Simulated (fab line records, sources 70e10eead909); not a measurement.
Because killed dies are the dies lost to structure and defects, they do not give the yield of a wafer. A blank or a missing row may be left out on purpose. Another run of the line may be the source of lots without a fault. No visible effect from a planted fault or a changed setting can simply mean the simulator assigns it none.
A single fault, viewed from 2 desks ; flow nandHarc ; what lay behind the numbers comes last; until then each desk has only its own

## THE DEFECT DESK
Per lot, the means of the sampled wafers with a number show what the inspections along the route counted. Any lot whose mean is over 4 standard deviations away from the usual mean is out of limits and marked OUT; that distance is given in the brackets.
Columns: A = rawDefectCount at NHARC_A_STAIRCASE_INSPECT_155, usual 434
lot;first seen here;A
L552;day 18 17:19;371
L553;day 19 19:38;368
L557;day 20 14:41;356
L559;day 21 14:50;343
L558;day 22 06:54;428
L560;day 22 22:19;417
L565;day 24 03:14;426
L563;day 24 03:19;468
L569;day 25 13:37;405
L574;day 28 18:59;419
L575;day 29 13:43;454
This desk's verdict: no lot among the 11 shows anything out of limits.

## METROLOGY DESK
Lot by lot, what the gauges showed, no matter which tool ran the lot: averages of those sampled wafers that carry a number. Any lot whose mean is over 4 standard deviations away from the usual mean is out of limits and marked OUT; that distance is given in the brackets.
Columns: A = thkNm at NHARC_A_SGD_CUT_THK_MEAS_22, usual 148.2 nm
lot;first seen here;A
L552;day 18 23:58;148.8
L553;day 20 04:49;148.0
L557;day 20 19:28;148.2
L559;day 21 21:50;148.4
L558;day 22 14:02;147.8
L560;day 23 06:47;148.7
L563;day 24 10:06;113.0 (-25) OUT
L565;day 24 10:06;131.4 (-12) OUT
L569;day 25 20:45;148.5
L574;day 29 02:11;147.3
L575;day 29 20:38;148.2
This desk's verdict: out of limits on L563, L565, starting with L563 at day 24 10:06 (thkNm at NHARC_A_SGD_CUT_THK_MEAS_22). L552, L553, L557, L559, L558, L560, L569, L574, L575 stayed within limits.

## BROUGHT TOGETHER
On L563, L565, the metrology desk was in a position to raise an alarm at day 24 10:06.
The defect desk saw nothing out of limits.
The defect desk has L563, L565 on record, within its limits.
NHARC_A_SGD_CUT_DEP_20 was run on fcvd-02 by each of the lots named.

## WHAT THE SIMULATOR PUT IN
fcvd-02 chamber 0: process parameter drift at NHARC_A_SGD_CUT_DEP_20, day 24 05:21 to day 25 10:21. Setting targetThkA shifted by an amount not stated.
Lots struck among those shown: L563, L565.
Time in hours between the start of the fault and the first out-of-limits reading at each desk: metrology desk, 5.
